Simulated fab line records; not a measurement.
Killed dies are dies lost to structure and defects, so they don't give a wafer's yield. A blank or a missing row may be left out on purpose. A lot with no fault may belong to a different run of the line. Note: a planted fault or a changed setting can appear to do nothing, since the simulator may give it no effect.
fab line records	flow n5Finfet
record lots=24	wafers=72	lastDay=18
route steps=1938 shown BEOL_M7@1301 BEOL_M8@1335
lots untouched by any fault: they come from a run of this same line in which no faults occurred
startH: start of the lot's first displayed wafer, in hours after the record's first day	waitH: time in hours since the lot's previous step	" as in the row above	L1.1+2: several wafers, shown together as one row	- no value, or no start given	* or withheld: withheld	< > ~ a bound
route shown NAME@n: names a module that has steps shown in the file, with the first one's number in the route	usual: mean and standard deviation over wafers with no fault	same: alike in all rows	chamber/n: place in a boat	sites: per-site readings	_std_site: the standard deviation of these	_edge_site: inner sites' mean taken away from outer sites' mean	radiusMm: for every site, how far away it sits from the centre of the wafer	mask NAME#n: copy n	behind: the most recent tool/chamber to have shaped the wafer	hold: what put the lot on hold/how long, in hours/how the hold closed	device: the transistor (n, p or np) that didn't switch	end of line: tests run on the same wafers once the route is complete	where a step has no rows: the recipe by itself	killed: the dies lost at the first sort to structure and to defects; this is not the yield of the wafer	map: dies across one wafer; x = killed, . = not, _ = none there
set.NAME: the setting as run; set.NAME@STEP: as run at that earlier step	model.NAME: the simulator's own value behind a step, which no gauge read
steps of the route over a sample of lots; a table a step, a row a wafer
services: from which hour (startH, from the record's first day; less than 0 if before it) a tool's chamber was out of use, for how many hours, and why
## steps
# step N5_BEOL_M7_ETCH_65
# recipe chemistry=CF4	target=SiARC	targetDepthA=156	maskMaterial=CAR-EUV	timeS=26	ionEnergyEv=80	pressureMtorr=40	sourceW=545	biasW=36	Ar_flow_sccm=100	cf4FlowSccm=100	ends=cleared
# usual drypumpMotorCurrentA=5.7/0.46	etchRfOnTimeS=25.8/0.46	oesProductAu=0.68/0.061	rfVppV=184.1/1.2	showerheadPlenumPTorr=2.15/0.078	throttleValvePct=15.61/0.19
lot.wafer	tool	chamber	startH	waitH	drypumpMotorCurrentA	etchRfOnTimeS	oesProductAu	rfHoursCounterH	rfVppV	showerheadPlenumPTorr	throttleValvePct
L074.2	rieDiel-05	2	193.06	0.0	5.4	25.8	0.72	73	185.9	2.25	15.43
L074.3	"	0	"	"	6.3	25.6	0.74	53	181.9	2.09	15.75
L074.4	"	1	"	"	5.3	25.3	0.74	59	184.9	2.26	15.37
L075.1	rieDiel-04	0	205.31	0.0	6.3	26.4	0.62	182	183.8	2.13	15.57
L075.2	"	2	"	"	4.7	25.7	0.63	188	184.5	2.22	15.50
L075.5	"	1	"	"	5.4	24.9	0.73	-	183.8	2.09	15.85
L076.2	rieDiel-04	1	212.49	0.0	5.3	25.5	0.72	59	183.6	2.09	15.87
L076.4	"	2	"	"	4.8	26.5	0.61	190	184.3	2.22	15.48
L076.5	"	1	"	"	5.4	25.5	0.72	-	183.8	2.09	15.86
L077.3	rieDiel-05	1	218.17	0.0	5.3	25.3	0.74	66	184.7	2.26	15.37
L077.5	"	1	"	"	5.3	25.1	0.74	-	185.1	2.26	15.37
L077.6	"	0	"	"	6.3	25.1	0.73	-	183.2	2.09	15.76
L078.1	rieDiel-05	2	222.35	0.0	5.4	25.7	0.72	82	184.8	2.24	15.48
L078.4	"	0	"	"	6.3	25.3	0.73	61	183.9	2.09	15.76
L078.5	"	3	"	"	5.4	26.2	0.58	-	183.3	2.12	15.63
L079.1	rieDiel-03	0	231.02	0.0	5.4	25.7	0.64	166	183.9	2.14	15.83
L079.3	"	3	"	"	6.1	25.4	0.78	30	186.7	2.28	15.67
L079.5	"	2	"	"	6.2	26.0	0.70	-	185.7	2.17	15.45
L080.2	rieDiel-05	3	237.30	0.0	5.4	26.7	0.59	248	183.0	2.11	15.64
L080.5	"	2	"	"	5.4	25.9	0.72	-	186.1	2.24	15.47
L080.6	"	1	"	"	5.3	25.1	0.74	-	185.4	2.25	15.39
L081.1	rieDiel-04	3	242.04	0.0	6.0	25.5	0.63	176	183.3	2.05	15.63
L081.2	"	1	"	"	5.4	25.4	0.71	69	181.9	2.09	15.87
L081.3	"	0	"	"	6.3	26.3	0.62	194	185.5	2.12	15.59
L084.1	rieDiel-04	3	244.42	0.0	6.0	25.6	0.62	177	182.0	2.05	15.62
L084.3	"	1	"	"	5.4	25.4	0.71	70	182.5	2.09	15.88
L084.6	"	3	"	"	6.0	25.7	0.63	-	183.5	2.05	15.63
L082.1	rieDiel-04	3	248.57	0.0	6.0	25.2	0.62	178	182.7	2.05	15.63
L082.3	"	0	"	"	6.3	26.3	0.62	197	184.0	2.12	15.61
L082.5	"	2	"	"	4.8	25.8	0.61	-	184.1	2.21	15.52
L083.2	rieDiel-04	0	258.56	0.0	6.3	27.0	0.60	199	183.0	2.12	15.60
L083.5	"	0	"	"	6.2	26.6	0.60	-	183.6	2.12	15.59
L083.6	"	1	"	"	5.3	25.6	0.70	-	183.7	2.08	15.90
L086.3	rieDiel-03	2	267.46	0.0	6.2	26.3	0.69	96	184.3	2.16	15.47
L086.4	"	3	"	"	6.1	25.7	0.76	41	184.8	2.27	15.66
L086.5	"	0	"	"	5.4	26.2	0.63	-	184.1	2.13	15.85
L085.2	rieDiel-03	1	267.86	0.0	6.0	25.9	0.61	216	183.0	2.03	15.68
L085.5	"	3	"	"	6.0	25.8	0.76	-	184.9	2.27	15.70
L085.6	"	0	"	"	5.4	26.3	0.62	-	185.0	2.13	15.85
L087.1	rieDiel-03	1	281.80	0.0	6.0	26.2	0.61	220	183.4	2.03	15.68
L087.4	"	1	"	"	5.9	26.1	0.61	-	183.5	2.03	15.68
L087.5	"	3	"	"	6.1	25.7	0.75	-	185.7	2.27	15.71
L088.2	rieDiel-05	2	284.87	0.0	5.4	26.4	0.69	104	185.1	2.24	15.50
L088.3	"	1	"	"	5.3	25.5	0.71	89	184.7	2.25	15.44
L088.5	"	1	"	"	5.3	25.7	0.72	-	186.0	2.25	15.41
L090.1	rieDiel-05	1	289.99	0.0	5.4	24.9	0.72	90	184.6	2.25	15.43
L090.2	"	2	"	"	5.4	25.9	0.70	105	185.7	2.24	15.51
L090.3	"	0	"	"	6.3	25.3	0.71	85	183.3	2.08	15.81
L089.1	rieDiel-03	3	290.15	0.0	6.1	25.4	0.76	49	185.1	2.27	15.71
L089.2	"	0	"	"	5.4	26.1	0.62	180	184.2	2.13	15.87
L089.4	"	1	"	"	6.0	25.8	0.61	223	184.2	2.03	15.68
L091.3	rieDiel-04	0	297.01	0.0	6.3	26.3	0.61	211	184.8	2.12	15.63
L091.4	"	0	"	"	6.2	26.5	0.61	-	183.8	2.12	15.61
L091.6	"	3	"	"	6.0	25.1	0.62	-	181.4	2.05	15.65
L092.4	rieDiel-05	3	303.89	0.0	5.3	26.0	0.80	11	182.0	2.11	15.19
L092.5	"	0	"	"	6.4	25.4	0.70	-	184.2	2.08	15.83
L092.6	"	3	"	"	5.3	26.2	0.80	-	183.4	2.11	15.19
L095.1	rieDiel-03	1	311.45	0.0	6.0	26.2	0.59	231	183.7	2.03	15.71
L095.2	"	0	"	"	5.4	26.1	0.61	190	183.4	2.13	15.88
L095.3	"	3	"	"	6.1	25.7	0.73	58	184.2	2.27	15.71
L093.1	rieDiel-05	1	315.47	0.0	5.3	25.5	0.71	101	186.0	2.24	15.46
L093.4	"	0	"	"	6.3	25.5	0.69	96	182.9	2.08	15.85
L093.6	"	2	"	"	5.4	26.1	0.69	-	186.9	2.23	15.54
L094.1	rieDiel-03	2	321.66	0.0	6.1	26.2	0.68	111	184.3	2.16	15.51
L094.2	"	1	"	"	6.0	26.2	0.60	238	182.7	2.03	15.73
L094.3	"	3	"	"	6.0	25.7	0.74	64	185.5	2.26	15.73
L096.1	rieDiel-05	3	325.80	0.0	5.3	26.5	0.78	21	183.6	2.11	15.19
L096.3	"	0	"	"	6.3	25.8	0.68	100	183.6	2.07	15.84
L096.4	"	2	"	"	5.4	26.2	0.68	120	184.9	2.23	15.56
L097.1	rieDiel-05	3	331.79	0.0	5.3	26.2	0.77	24	184.3	2.11	15.20
L097.3	"	1	"	"	5.3	25.2	0.70	109	186.1	2.24	15.45
L097.6	"	2	"	"	5.4	25.9	0.68	-	184.3	2.23	15.57
# step N5_BEOL_M7_STRIP_36
# recipe chemistry=N2/H2	powerW=450	tempC=40	pressureMtorr=20	rfFrequencyHz=6e+07	overashFraction=0.3	biasPowerW=7	h2Frac=0.5	n2FlowSccm=200	h2FlowSccm=200
# usual drypumpMotorCurrentA=5.7/0.46	oesProductAu=0.80/0.071	rfVppV=59.2/1.5	showerheadPlenumPTorr=2.55/0.1	throttleValvePct=23.7/0.31
lot.wafer	tool	chamber	startH	waitH	drypumpMotorCurrentA	oesProductAu	rfHoursCounterH	rfVppV	showerheadPlenumPTorr	throttleValvePct
L074.2	rieDiel-05	2	193.25	0.0	5.4	0.87	73	56.5	2.68	23.9
L074.3	"	0	"	"	6.4	0.85	53	60.9	2.48	24.1
L074.4	"	1	"	"	5.3	0.89	59	60.2	2.69	23.4
L075.1	rieDiel-04	0	205.49	0.0	6.2	0.73	182	59.7	2.53	23.4
L075.2	"	2	"	"	4.8	0.73	188	58.5	2.63	23.4
L075.5	"	1	"	"	5.4	0.85	-	57.9	2.47	24.2
L076.2	rieDiel-04	1	212.67	0.0	5.4	0.84	59	58.9	2.47	24.2
L076.4	"	2	"	"	4.8	0.72	190	59.1	2.63	23.4
L076.5	"	1	"	"	5.4	0.86	-	58.4	2.47	24.2
L077.3	rieDiel-05	1	218.35	0.0	5.3	0.86	66	59.4	2.69	23.5
L077.5	"	1	"	"	5.3	0.87	-	59.0	2.69	23.5
L077.6	"	0	"	"	6.3	0.85	-	57.3	2.48	24.1
L078.1	rieDiel-05	2	222.53	0.0	5.5	0.84	82	59.6	2.68	23.9
L078.4	"	0	"	"	6.3	0.85	61	59.2	2.47	24.1
L078.5	"	3	"	"	5.4	0.68	-	57.2	2.50	23.5
L079.1	rieDiel-03	0	231.20	0.0	5.4	0.74	166	58.8	2.53	23.6
L079.3	"	3	"	"	6.0	0.90	30	60.0	2.71	23.9
L079.5	"	2	"	"	6.1	0.84	-	56.9	2.57	23.3
L080.2	rieDiel-05	3	237.48	0.0	5.3	0.69	248	58.8	2.50	23.5
L080.5	"	2	"	"	5.5	0.84	-	56.4	2.67	23.9
L080.6	"	1	"	"	5.3	0.84	-	62.8	2.68	23.5
L081.1	rieDiel-04	3	242.22	0.0	6.1	0.72	176	58.7	2.42	23.7
L081.2	"	1	"	"	5.4	0.83	69	59.0	2.46	24.2
L081.3	"	0	"	"	6.3	0.72	194	58.9	2.52	23.4
L084.1	rieDiel-04	3	244.60	0.0	6.0	0.71	177	59.8	2.42	23.7
L084.3	"	1	"	"	5.3	0.82	70	60.5	2.46	24.2
L084.6	"	3	"	"	6.0	0.73	-	59.7	2.42	23.6
L082.1	rieDiel-04	3	248.75	0.0	6.0	0.73	179	56.5	2.42	23.7
L082.3	"	0	"	"	6.3	0.73	197	60.2	2.52	23.4
L082.5	"	2	"	"	4.8	0.72	-	61.7	2.63	23.5
L083.2	rieDiel-04	0	258.74	0.0	6.2	0.73	199	60.9	2.52	23.4
L083.5	"	0	"	"	6.3	0.73	-	57.9	2.52	23.4
L083.6	"	1	"	"	5.4	0.82	-	59.4	2.46	24.2
L086.3	rieDiel-03	2	267.64	0.0	6.2	0.82	96	58.1	2.56	23.3
L086.4	"	3	"	"	6.1	0.90	41	60.1	2.70	23.9
L086.5	"	0	"	"	5.4	0.75	-	56.7	2.53	23.6
L085.2	rieDiel-03	1	268.04	0.0	6.0	0.72	216	57.2	2.40	23.6
L085.5	"	3	"	"	6.0	0.90	-	57.4	2.70	23.9
L085.6	"	0	"	"	5.4	0.73	-	57.0	2.53	23.6
L087.1	rieDiel-03	1	282.17	0.2	6.0	0.72	220	59.6	2.39	23.6
L087.4	"	1	"	"	6.0	0.71	-	60.0	2.39	23.6
L087.5	"	3	"	"	6.1	0.87	-	57.3	2.70	23.9
L088.2	rieDiel-05	2	285.05	0.0	5.5	0.82	104	59.9	2.67	23.9
L088.3	"	1	"	"	5.4	0.83	89	61.1	2.67	23.5
L088.5	"	1	"	"	5.3	0.85	-	56.8	2.68	23.5
L090.1	rieDiel-05	1	290.17	0.0	5.3	0.83	91	58.8	2.67	23.5
L090.2	"	2	"	"	5.4	0.82	105	57.5	2.67	23.9
L090.3	"	0	"	"	6.3	0.83	85	57.9	2.46	24.1
L089.1	rieDiel-03	3	290.33	0.0	6.1	0.87	49	60.0	2.70	24.0
L089.2	"	0	"	"	5.4	0.72	180	57.5	2.53	23.6
L089.4	"	1	"	"	6.0	0.69	223	60.9	2.39	23.6
L091.3	rieDiel-04	0	297.20	0.0	6.2	0.71	211	58.0	2.51	23.5
L091.4	"	0	"	"	6.3	0.72	-	58.2	2.52	23.4
L091.6	"	3	"	"	6.0	0.72	-	61.2	2.41	23.7
L092.4	rieDiel-05	3	304.07	0.0	5.4	0.95	11	59.5	2.49	23.2
L092.5	"	0	"	"	6.3	0.81	-	57.6	2.46	24.1
L092.6	"	3	"	"	5.4	0.94	-	58.9	2.49	23.2
L095.1	rieDiel-03	1	311.63	0.0	5.9	0.71	231	58.3	2.39	23.6
L095.2	"	0	"	"	5.4	0.74	190	59.9	2.52	23.7
L095.3	"	3	"	"	6.1	0.87	58	60.1	2.69	24.0
L093.1	rieDiel-05	1	315.65	0.0	5.4	0.82	101	61.9	2.67	23.5
L093.4	"	0	"	"	6.4	0.81	96	58.8	2.46	24.2
L093.6	"	2	"	"	5.5	0.81	-	59.1	2.66	23.9
L094.1	rieDiel-03	2	321.84	0.0	6.2	0.79	111	62.7	2.56	23.3
L094.2	"	1	"	"	6.0	0.70	238	60.1	2.39	23.6
L094.3	"	3	"	"	6.1	0.86	65	60.2	2.69	24.0
L096.1	rieDiel-05	3	325.98	0.0	5.3	0.92	21	58.7	2.49	23.2
L096.3	"	0	"	"	6.3	0.82	101	59.7	2.46	24.1
L096.4	"	2	"	"	5.4	0.81	120	58.6	2.66	23.9
L097.1	rieDiel-05	3	331.98	0.0	5.4	0.92	24	61.2	2.48	23.2
L097.3	"	1	"	"	5.3	0.81	109	60.1	2.67	23.5
L097.6	"	2	"	"	5.5	0.82	-	58.4	2.66	23.9
# step N5_BEOL_M7_CD_MEAS_35
# recipe targetCdNm=40	polarity=opening
# usual cdNm=40.0/0.51
lot.wafer	tool	chamber	startH	waitH	cdNm
L074.2	cdSem-01	-	193.60	0.0	40.1
L074.3	"	-	"	"	39.3
L074.4	"	-	"	"	40.4
L075.1	cdSem-02	-	205.84	0.0	39.5
L075.2	"	-	"	"	39.7
L075.5	"	-	"	"	40.0
L076.2	cdSem-02	-	213.02	0.0	39.1
L076.4	"	-	"	"	39.7
L076.5	"	-	"	"	39.6
L077.3	cdSem-01	-	218.80	0.0	40.2
L077.5	"	-	"	"	40.8
L077.6	"	-	"	"	40.7
L078.1	cdSem-01	-	222.89	0.0	39.4
L078.4	"	-	"	"	40.8
L078.5	"	-	"	"	41.1
L079.1	cdSem-01	-	231.66	0.0	40.5
L079.3	"	-	"	"	40.2
L079.5	"	-	"	"	40.2
L080.2	cdSem-02	-	237.83	0.0	39.6
L080.5	"	-	"	"	39.8
L080.6	"	-	"	"	40.1
L081.1	cdSem-03	-	242.57	0.0	39.6
L081.2	"	-	"	"	39.9
L081.3	"	-	"	"	40.1
L084.1	cdSem-03	-	244.95	0.0	39.6
L084.3	"	-	"	"	40.2
L084.6	"	-	"	"	40.4
L082.1	cdSem-02	-	249.10	0.0	40.0
L082.3	"	-	"	"	40.6
L082.5	"	-	"	"	39.6
L083.2	cdSem-01	-	259.09	0.0	40.2
L083.5	"	-	"	"	40.0
L083.6	"	-	"	"	39.5
L086.3	cdSem-01	-	267.99	0.0	39.6
L086.4	"	-	"	"	39.4
L086.5	"	-	"	"	39.9
L085.2	cdSem-01	-	268.39	0.0	40.1
L085.5	"	-	"	"	39.8
L085.6	"	-	"	"	40.1
L087.1	cdSem-03	-	282.52	0.0	39.6
L087.4	"	-	"	"	39.5
L087.5	"	-	"	"	40.3
L088.2	cdSem-02	-	285.40	0.0	39.2
L088.3	"	-	"	"	38.9
L088.5	"	-	"	"	39.7
L090.1	cdSem-03	-	290.53	0.0	39.6
L090.2	"	-	"	"	39.8
L090.3	"	-	"	"	39.4
L089.1	cdSem-01	-	290.68	0.0	39.9
L089.2	"	-	"	"	39.5
L089.4	"	-	"	"	39.6
L092.4	cdSem-03	-	304.42	0.0	39.6
L092.5	"	-	"	"	40.7
L092.6	"	-	"	"	39.6
L095.1	cdSem-02	-	311.98	0.0	40.3
L095.2	"	-	"	"	39.7
L095.3	"	-	"	"	39.7
L093.1	cdSem-02	-	316.00	0.0	39.6
L093.4	"	-	"	"	39.3
L093.6	"	-	"	"	39.6
L094.1	cdSem-02	-	322.19	0.0	39.6
L094.2	"	-	"	"	39.9
L094.3	"	-	"	"	39.3
L096.1	cdSem-01	-	326.33	0.0	40.3
L096.3	"	-	"	"	40.5
L096.4	"	-	"	"	40.4
L097.1	cdSem-01	-	332.33	0.0	40.6
L097.3	"	-	"	"	41.2
L097.6	"	-	"	"	41.6
L091.3	cdSem-01	-	343.88	0.0	40.3
L091.4	"	-	"	"	41.1
L091.6	"	-	"	"	40.3
# step N5_BEOL_M7_INSPECT_58
# recipe inspectInstrument=darkfield	mode=postDep
# usual rawDefectCount=71/21
lot.wafer	tool	chamber	startH	waitH	rawDefectCount
L074.2	defectInspect-02	-	196.32	0.0	59
L074.3	"	-	"	"	75
L074.4	"	-	"	"	45
L075.1	defectInspect-01	-	208.34	0.0	95
L075.2	"	-	"	"	61
L075.5	"	-	"	"	52
L076.2	defectInspect-01	-	216.41	0.0	70
L076.4	"	-	"	"	77
L076.5	"	-	"	"	101
L077.3	defectInspect-01	-	221.27	0.0	59
L077.5	"	-	"	"	90
L077.6	"	-	"	"	73
L078.1	defectInspect-01	-	226.80	0.0	67
L078.4	"	-	"	"	87
L078.5	"	-	"	"	56
L079.1	defectInspect-01	-	234.16	0.0	68
L079.3	"	-	"	"	61
L079.5	"	-	"	"	58
L080.2	defectInspect-01	-	239.93	0.0	138
L080.5	"	-	"	"	50
L080.6	"	-	"	"	100
L081.1	defectInspect-01	-	245.97	0.0	47
L081.2	"	-	"	"	56
L081.3	"	-	"	"	56
L084.1	defectInspect-01	-	247.14	0.0	65
L084.3	"	-	"	"	74
L084.6	"	-	"	"	63
L082.1	defectInspect-02	-	253.17	0.0	73
L082.3	"	-	"	"	113
L082.5	"	-	"	"	68
L083.2	defectInspect-02	-	261.23	0.0	94
L083.5	"	-	"	"	59
L083.6	"	-	"	"	72
L086.3	defectInspect-01	-	270.50	0.0	71
L086.4	"	-	"	"	107
L086.5	"	-	"	"	72
L085.2	defectInspect-01	-	270.81	0.0	45
L085.5	"	-	"	"	59
L085.6	"	-	"	"	75
L087.1	defectInspect-02	-	285.74	0.0	66
L087.4	"	-	"	"	71
L087.5	"	-	"	"	65
L088.2	defectInspect-01	-	289.10	0.0	61
L088.3	"	-	"	"	51
L088.5	"	-	"	"	42
L090.1	defectInspect-02	-	293.30	0.0	97
L090.2	"	-	"	"	72
L090.3	"	-	"	"	83
L089.1	defectInspect-02	-	294.02	0.0	88
L089.2	"	-	"	"	106
L089.4	"	-	"	"	84
L092.4	defectInspect-01	-	306.66	0.0	80
L092.5	"	-	"	"	67
L092.6	"	-	"	"	58
L095.1	defectInspect-02	-	313.98	0.0	32
L095.2	"	-	"	"	43
L095.3	"	-	"	"	46
L093.1	defectInspect-01	-	319.33	0.0	72
L093.4	"	-	"	"	53
L093.6	"	-	"	"	70
L094.1	defectInspect-02	-	325.81	0.0	86
L094.2	"	-	"	"	83
L094.3	"	-	"	"	70
L096.1	defectInspect-01	-	329.16	0.0	101
L096.3	"	-	"	"	66
L096.4	"	-	"	"	68
L097.1	defectInspect-01	-	334.75	0.0	77
L097.3	"	-	"	"	57
L097.6	"	-	"	"	41
L091.3	defectInspect-01	-	346.68	0.0	82
L091.4	"	-	"	"	53
L091.6	"	-	"	"	93
# step N5_BEOL_M8_PECVD_70
# recipe material=SiO2	targetThkA=200	tempC=400	precursor=TEOS/O2	pressureTorr=5.5	rfW=450	teosFlowSccm=53.8	gas=O2	flowSccm=3000	timeS=22.7
# usual heaterPowerW=703/83	showerheadPlenumPTorr=8.78/0.078	throttleValvePct=22.5/1.1
lot.wafer	tool	chamber	startH	waitH	heaterPowerW	showerheadPlenumPTorr	throttleValvePct
L074.2	pecvd-03	0	196.97	0.0	848	8.84	23.0
L074.3	"	0	"	"	832	8.83	22.9
L074.4	"	2	"	"	743	8.73	20.7
L075.1	pecvd-02	1	209.01	0.0	595	8.86	23.6
L075.2	"	0	"	"	718	8.69	22.6
L075.5	"	1	"	"	608	8.87	23.3
L076.2	pecvd-01	0	217.08	0.0	676	8.75	22.6
L076.4	"	2	"	"	651	8.67	21.2
L076.5	"	1	"	"	614	8.90	22.8
L077.3	pecvd-02	0	221.96	0.1	795	8.68	22.9
L077.5	"	1	"	"	682	8.87	23.7
L077.6	"	0	"	"	798	8.70	22.6
L078.1	pecvd-01	1	227.45	0.0	627	8.91	22.5
L078.4	"	2	"	"	553	8.71	21.4
L078.5	"	0	"	"	696	8.78	22.3
L079.1	pecvd-03	1	234.81	0.0	695	8.82	24.5
L079.3	"	0	"	"	867	8.80	22.8
L079.5	"	1	"	"	700	8.84	24.8
L080.2	pecvd-03	0	240.58	0.0	847	8.82	23.1
L080.5	"	0	"	"	880	8.84	23.2
L080.6	"	1	"	"	706	8.81	24.5
L081.1	pecvd-01	1	246.63	0.0	634	8.91	22.5
L081.2	"	2	"	"	666	8.68	21.3
L081.3	"	0	"	"	653	8.76	22.4
L084.1	pecvd-02	1	247.79	0.0	665	8.87	23.6
L084.3	"	2	"	"	696	8.70	20.7
L084.6	"	1	"	"	653	8.88	23.5
L082.1	pecvd-03	0	253.82	0.0	873	8.81	22.9
L082.3	"	2	"	"	780	8.71	20.9
L082.5	"	0	"	"	883	8.84	22.7
L083.2	pecvd-01	2	262.01	0.0	642	8.66	21.2
L083.5	"	0	"	"	764	8.76	22.8
L083.6	"	2	"	"	677	8.70	21.2
L086.3	pecvd-02	2	271.15	0.0	581	8.68	20.9
L086.4	"	0	"	"	791	8.70	22.8
L086.5	"	1	"	"	612	8.86	23.7
L085.2	pecvd-03	2	271.46	0.0	642	8.71	20.8
L085.5	"	0	"	"	783	8.83	23.0
L085.6	"	2	"	"	654	8.72	21.3
L087.1	pecvd-01	2	286.39	0.0	654	8.69	21.3
L087.4	"	2	"	"	666	8.68	21.3
L087.5	"	0	"	"	703	8.75	22.4
L088.2	pecvd-01	0	289.75	0.0	668	8.75	22.4
L088.3	"	1	"	"	623	8.88	22.7
L088.5	"	0	"	"	675	8.74	22.5
L090.1	pecvd-03	1	293.95	0.0	720	8.83	24.4
L090.2	"	0	"	"	809	8.79	22.8
L090.3	"	2	"	"	681	8.71	20.9
L089.1	pecvd-03	2	294.67	0.0	755	8.71	20.9
L089.2	"	0	"	"	906	8.82	23.4
L089.4	"	2	"	"	805	8.73	21.0
L092.4	pecvd-02	1	307.33	0.1	600	8.86	23.7
L092.5	"	2	"	"	596	8.72	21.0
L092.6	"	0	"	"	782	8.68	23.0
L095.1	pecvd-02	2	314.63	0.0	626	8.68	21.2
L095.2	"	1	"	"	582	8.85	23.5
L095.3	"	0	"	"	786	8.69	23.0
L093.1	pecvd-01	1	319.98	0.0	681	8.90	22.7
L093.4	"	0	"	"	758	8.73	22.6
L093.6	"	2	"	"	567	8.71	21.5
L094.1	pecvd-02	1	326.72	0.0	692	8.88	23.8
L094.2	"	0	"	"	778	8.68	22.9
L094.3	"	1	"	"	690	8.87	23.8
L096.1	pecvd-01	0	330.32	0.0	717	8.74	22.2
L096.3	"	1	"	"	556	8.90	22.4
L096.4	"	0	"	"	710	8.76	22.4
L097.1	pecvd-03	0	335.43	0.0	837	8.82	23.3
L097.3	"	1	"	"	712	8.79	24.6
L097.6	"	1	"	"	716	8.81	24.5
L091.3	pecvd-03	2	347.33	0.0	774	8.70	21.0
L091.4	"	2	"	"	801	8.73	21.0
L091.6	"	0	"	"	847	8.82	23.1
# step N5_BEOL_M8_CD_MEAS_11
# recipe targetCdNm=38.5	landingEnergyEv=500	detector=seInlens	polarity=opening
# usual cdNm=38.5/0.4
# same landingEnergyEv=500
lot.wafer	tool	chamber	startH	waitH	cdNm
L074.2	cdSem-03	0	198.58	-	37.7
L074.3	"	0	"	"	38.3
L074.4	"	0	"	"	38.0
L075.1	cdSem-02	0	211.29	-	38.3
L075.2	"	0	"	"	37.8
L075.5	"	0	"	"	38.5
L076.2	cdSem-03	0	218.84	-	38.3
L076.4	"	0	"	"	38.6
L076.5	"	0	"	"	38.6
L077.3	cdSem-01	0	223.63	-	39.0
L077.5	"	0	"	"	39.3
L077.6	"	0	"	"	39.1
L078.1	cdSem-01	0	229.75	-	38.6
L078.4	"	0	"	"	38.7
L078.5	"	0	"	"	38.1
L079.1	cdSem-03	0	238.04	-	38.2
L079.3	"	0	"	"	38.3
L079.5	"	0	"	"	39.5
L080.2	cdSem-02	0	241.93	-	38.6
L080.5	"	0	"	"	38.4
L080.6	"	0	"	"	38.8
L081.1	cdSem-03	0	248.13	-	38.0
L081.2	"	0	"	"	38.2
L081.3	"	0	"	"	38.0
L084.1	cdSem-01	0	248.81	-	39.2
L084.3	"	0	"	"	38.5
L084.6	"	0	"	"	38.4
L082.1	cdSem-01	0	254.56	-	38.6
L082.3	"	0	"	"	38.2
L082.5	"	0	"	"	38.8
L083.2	cdSem-01	0	262.96	-	37.8
L083.5	"	0	"	"	37.7
L083.6	"	0	"	"	38.4
L086.3	cdSem-02	0	273.40	-	39.0
L086.4	"	0	"	"	38.7
L086.5	"	0	"	"	38.9
L085.2	cdSem-03	0	273.63	-	38.7
L085.5	"	0	"	"	39.0
L085.6	"	0	"	"	38.7
L087.1	cdSem-01	0	288.72	-	38.7
L087.4	"	0	"	"	38.1
L087.5	"	0	"	"	38.5
L088.2	cdSem-01	0	290.58	-	39.1
L088.3	"	0	"	"	38.4
L088.5	"	0	"	"	38.1
L090.1	cdSem-02	0	296.89	-	38.0
L090.2	"	0	"	"	38.2
L090.3	"	0	"	"	38.1
L089.1	cdSem-02	0	297.10	-	38.3
L089.2	"	0	"	"	37.8
L089.4	"	0	"	"	38.4
L092.4	cdSem-02	0	308.36	-	38.9
L092.5	"	0	"	"	38.5
L092.6	"	0	"	"	38.1
L095.1	cdSem-02	0	315.77	-	38.1
L095.2	"	0	"	"	39.0
L095.3	"	0	"	"	38.8
L093.1	cdSem-03	0	320.54	-	38.9
L093.4	"	0	"	"	38.6
L093.6	"	0	"	"	38.7
L094.1	cdSem-01	0	327.65	-	38.4
L094.2	"	0	"	"	38.2
L094.3	"	0	"	"	38.6
L096.1	cdSem-02	0	332.27	-	39.0
L096.3	"	0	"	"	38.5
L096.4	"	0	"	"	38.6
L097.1	cdSem-01	0	336.28	-	38.9
L097.3	"	0	"	"	38.5
L097.6	"	0	"	"	38.6
L091.3	cdSem-03	0	348.72	-	38.3
L091.4	"	0	"	"	38.2
L091.6	"	0	"	"	38.0
## services
tool	chamber	startH	hours	kind
pecvd-03	1	182.27	23.1	repair
rieDiel-04	3	193.36	5.3	repair
pecvd-02	2	202.38	-	clean
pecvd-02	2	202.38	-	consumableReplace:showerhead
pecvd-02	2	202.38	29.0	scheduledDown
pecvd-02	2	202.38	29.0	ventCycle
pecvd-03	-	204.38	14.6	pm
rieDiel-04	3	210.71	1.6	repair
pecvd-02	0	222.07	5.5	scheduledDown
pecvd-02	-	227.83	0.8	repair
rieDiel-05	3	242.10	-	clean
rieDiel-05	3	242.10	-	consumableReplace:focusRing
rieDiel-05	3	242.10	27.1	scheduledDown
rieDiel-05	3	242.10	27.1	ventCycle
rieDiel-05	1	245.40	1.7	repair
pecvd-03	2	250.98	2.1	scheduledDown
pecvd-02	1	254.31	5.5	scheduledDown
rieDiel-04	2	270.32	2.7	repair
pecvd-01	1	273.93	5.5	scheduledDown
pecvd-03	-	275.77	0.4	repair
pecvd-03	-	280.65	5.5	pm
rieDiel-04	2	293.38	3.7	repair
pecvd-01	0	308.57	10.3	repair
pecvd-01	-	334.76	2.8	pm
## key
fault none
